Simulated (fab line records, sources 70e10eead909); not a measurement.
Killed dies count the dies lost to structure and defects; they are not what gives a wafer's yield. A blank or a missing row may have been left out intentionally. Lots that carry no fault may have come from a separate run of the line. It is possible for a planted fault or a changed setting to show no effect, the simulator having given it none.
Check of tool commonality -- flow nandHarc -- 33 wafers sampled across 9 lots

## WHY IT WAS OPENED
At NHARC_END_WLT_00 the reading VT_DECK1_MIDDLE is flagged on 2 of 9 lots. No-fault wafers: 0.884, standard deviation 0.006.
Rule: flag the lot when none of its wafers has a number, or when each of its wafers that has one lies beyond 4 standard deviations from that mean. The other lots count as sound.

lot,measured,on,"VT_DECK1_MIDDLE, wafer by wafer",flag
L701,day 24 23:11,prober-01,0.894 0.890 0.884,
L706,day 27 05:38,prober-01,1.022 1.016 1.018 1.012 1.020 1.021,FLAGGED
L707,day 27 05:39,prober-02,1.020 1.023 1.022 1.015 1.015 1.031,FLAGGED
L714,day 30 13:44,prober-02,0.877 0.877 0.874,
L716,day 30 20:28,prober-02,0.880 0.877 0.878,
L715,day 30 21:38,prober-01,0.883 0.883 0.869,
L717,day 31 04:26,prober-01,0.894 0.893 0.889,
L722,day 34 04:40,prober-01,0.889 0.897 0.887,
L723,day 34 05:10,prober-02,0.885 0.887 0.886,
The numbers of the flagged lots are 1.020 on average: +0.136 against the usual, or +23 standard deviations.

## EACH LOT AND THE TOOL IT RAN ON
The record holds 4 process steps before the reading, out of a route of 1302 steps. In each cell: the tool, then ch and the chambers that the sampled wafers went through, then the start.
lot,flag,NHARC_A_CHANNEL_HOLE_D1_ETCH_44,NHARC_A_CHANNEL_HOLE_D1_XSEM_31,NHARC_A_CHANNEL_FILL_D1_ETCHBACK_19,NHARC_A_CHANNEL_FILL_D1_CVD_05
L701,,"rieDiel-10 ch 1,2, day 9 09:52","xsem-02 ch 0, day 9 10:46","rieSi-02 ch 1,2, day 10 13:03","lpcvdPoly-01 ch 0, day 10 16:07"
L706,FLAGGED,"rieDiel-12 ch 0,3, day 11 14:17","xsem-02 ch 0, day 11 15:17","rieSi-04 ch 1,2,3, day 12 17:08","lpcvdPoly-01 ch 0, day 12 19:44"
L707,FLAGGED,"rieDiel-10 ch 1,2,3, day 11 17:48","xsem-01 ch 0, day 11 18:40","rieSi-06 ch 0,1,2, day 12 17:08","lpcvdPoly-01 ch 0, day 12 19:44"
L714,,"rieDiel-10 ch 0,2,3, day 15 04:06","xsem-02 ch 0, day 15 04:59","rieSi-02 ch 0,2, day 16 05:40","lpcvdPoly-02 ch 0, day 16 08:36"
L716,,"rieDiel-10 ch 0,2,3, day 15 16:14","xsem-02 ch 0, day 15 17:06","rieSi-06 ch 1,2, day 16 16:40","lpcvdPoly-01 ch 0, day 16 19:17"
L715,,"rieDiel-07 ch 0,1,3, day 15 04:34","xsem-01 ch 0, day 15 05:31","rieSi-06 ch 0,2,3, day 16 05:40","lpcvdPoly-02 ch 0, day 16 08:36"
L717,,"rieDiel-07 ch 0,1,2, day 15 15:18","xsem-01 ch 0, day 15 16:13","rieSi-02 ch 0,1,2, day 16 16:40","lpcvdPoly-01 ch 0, day 16 19:17"
L722,,"rieDiel-12 ch 0,2,3, day 18 03:19","xsem-02 ch 0, day 18 04:18","rieSi-06 ch 2,3, day 19 04:47","lpcvdPoly-01 ch 0, day 19 07:47"
L723,,"rieDiel-10 ch 0,1,2, day 18 07:04","xsem-01 ch 0, day 18 07:56","rieSi-04 ch 1,2, day 19 08:10","lpcvdPoly-02 ch 0, day 19 10:57"
What the steps here do:
- NHARC_A_CHANNEL_HOLE_D1_ETCH_44: etches the open film in CF4/O2, target depth 140 nm, overetch 14 nm, time 77 s.
- NHARC_A_CHANNEL_HOLE_D1_XSEM_31
- NHARC_A_CHANNEL_FILL_D1_ETCHBACK_19: etches the open film in HBr/Cl2, target depth 5 nm, time 1.7 s.
- NHARC_A_CHANNEL_FILL_D1_CVD_05: deposits poly-Si, target thk 5 nm.
- NHARC_END_WLT_00

## FLAGGED OVER TOTAL, TOOL BY TOOL (the gauges that took the reading come last)
step,tool,lots run,flagged,share of the flagged lots,sound lots run after its first flagged lot
NHARC_A_CHANNEL_HOLE_D1_ETCH_44,rieDiel-07,2,0,none,-
NHARC_A_CHANNEL_HOLE_D1_ETCH_44,rieDiel-10,5,1,some,"3 (L714,L716,L723)"
NHARC_A_CHANNEL_HOLE_D1_ETCH_44,rieDiel-12,2,1,some,1 (L722)
NHARC_A_CHANNEL_HOLE_D1_XSEM_31,xsem-01,4,1,some,"3 (L715,L717,L723)"
NHARC_A_CHANNEL_HOLE_D1_XSEM_31,xsem-02,5,1,some,"3 (L714,L716,L722)"
NHARC_A_CHANNEL_FILL_D1_ETCHBACK_19,rieSi-02,3,0,none,-
NHARC_A_CHANNEL_FILL_D1_ETCHBACK_19,rieSi-04,2,1,some,1 (L723)
NHARC_A_CHANNEL_FILL_D1_ETCHBACK_19,rieSi-06,4,1,some,"3 (L715,L716,L722)"
NHARC_A_CHANNEL_FILL_D1_CVD_05,lpcvdPoly-01,6,2,all,"3 (L716,L717,L722)"
NHARC_A_CHANNEL_FILL_D1_CVD_05,lpcvdPoly-02,3,0,none,-
NHARC_END_WLT_00,prober-01,5,1,some,"3 (L715,L717,L722)"
NHARC_END_WLT_00,prober-02,4,1,some,"3 (L714,L716,L723)"

## THE TABLE: WHAT IT ALLOWS
Rows of the table that ran each flagged lot: 1, that is lpcvdPoly-01 at NHARC_A_CHANNEL_FILL_D1_CVD_05.
- lpcvdPoly-01 at NHARC_A_CHANNEL_FILL_D1_CVD_05 ran 6 lots, 2 of them flagged. Lots that were sound ran on it after the first flagged one (L716, L717, L722); a persistent fault on the entire tool would not allow that. Its own readings (spikeTcBottomC, spikeTcCentreC, spikeTcLowerC, spikeTcUpperC) fall more than 4 standard deviations out on all wafers of the flagged lots.
No row of the table ran every flagged lot and no sound lot after the first.

## WHAT WAS PUT IN BY THE SIMULATOR
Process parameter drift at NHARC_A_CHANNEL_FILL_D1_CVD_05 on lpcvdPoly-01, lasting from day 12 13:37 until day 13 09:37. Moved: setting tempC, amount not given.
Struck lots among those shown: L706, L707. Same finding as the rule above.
